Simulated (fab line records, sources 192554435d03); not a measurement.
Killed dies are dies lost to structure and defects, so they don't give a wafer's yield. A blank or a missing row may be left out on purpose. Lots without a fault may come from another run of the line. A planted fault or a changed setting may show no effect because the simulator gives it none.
Chamber matching | flow n5_finfet | N5_BEOL_M1_ETCHBACK_99 on rie_diel-04: 4 sister chambers
The step etches SiO2 in CHF3, target depth 5 nm, time 10.4 s. 14 wafers are shown with their chamber, then 7 later ones without.

WAFERS WITH THEIR CHAMBER
wafer  | chamber | drypump_motor_current_A (A) | showerhead_plenum_p_Torr (Torr) | oes_product_au (a.u.)
L075.1 | 2       | 5.8                         | 2.16                            | 0.74
L075.4 | 3       | 6.2                         | 2.29                            | 0.88
L075.6 | 0       | 5.5                         | 2.06                            | 0.70
L080.2 | 3       | 6.3                         | 2.29                            | 0.86
L080.3 | 0       | 5.5                         | 2.05                            | 0.70
L080.6 | 2       | 5.8                         | 2.16                            | 0.74
L083.4 | 2       | 5.8                         | 2.15                            | 0.74
L083.5 | 1       | 5.2                         | 2.23                            | 0.67
L083.6 | 0       | 5.5                         | 2.05                            | 0.70
L084.3 | 3       | 6.3                         | 2.29                            | 0.85
L084.4 | 2       | 5.8                         | 2.15                            | 0.74
L084.5 | 0       | 5.5                         | 2.05                            | 0.70
L086.1 | 2       | 5.8                         | 2.15                            | 0.73
L086.3 | 1       | 5.2                         | 2.22                            | 0.66

SIGNATURES (means of the wafers above)
reading                  | chamber 0 | chamber 1 | chamber 2 | chamber 3 | scatter within a chamber
drypump_motor_current_A  | 5.500     | 5.200     | 5.800     | 6.267     | 0.0258
showerhead_plenum_p_Torr | 2.0525    | 2.2250    | 2.1540    | 2.2900    | 0.00495
oes_product_au           | 0.7000    | 0.6650    | 0.7380    | 0.8633    | 0.00772
Rule: a wafer's distance from a chamber is the root of the sum, over the readings, of the square of ((its reading less the chamber's mean) divided by the reading's scatter). The wafer belongs to the nearest chamber; if the next one is less than 2 further off, it can't be placed. The scatter: the root of (the sum of the squares of (reading less its chamber's mean) over the shown wafers, divided by (wafers less chambers)).

WAFERS WITHOUT THEIR CHAMBER
wafer  | drypump_motor_current_A (A) | showerhead_plenum_p_Torr (Torr) | oes_product_au (a.u.)
L086.5 | 5.8                         | 2.15                            | 0.73
L090.1 | 6.3                         | 2.28                            | 0.84
L090.3 | 5.5                         | 2.05                            | 0.69
L090.5 | 6.3                         | 2.28                            | 0.84
L096.1 | 5.2                         | 2.22                            | 0.97
L096.2 | 5.8                         | 2.14                            | 0.72
L096.5 | 5.5                         | 2.05                            | 0.68

WHICH CHAMBER EACH WENT THROUGH
wafer  | from the rows above     | in truth
L086.5 | 2                       | 2
L090.1 | 3                       | 3
L090.3 | 0                       | 0
L090.5 | 3                       | 3
L096.1 | can't be placed: 1 or 2 | 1
L096.2 | 2                       | 2
L096.5 | 0                       | 0
Placed correctly: 6 of 7. Can't be placed from these rows: 1 (the true chamber is among the candidates in 1). Placed wrongly: 0.
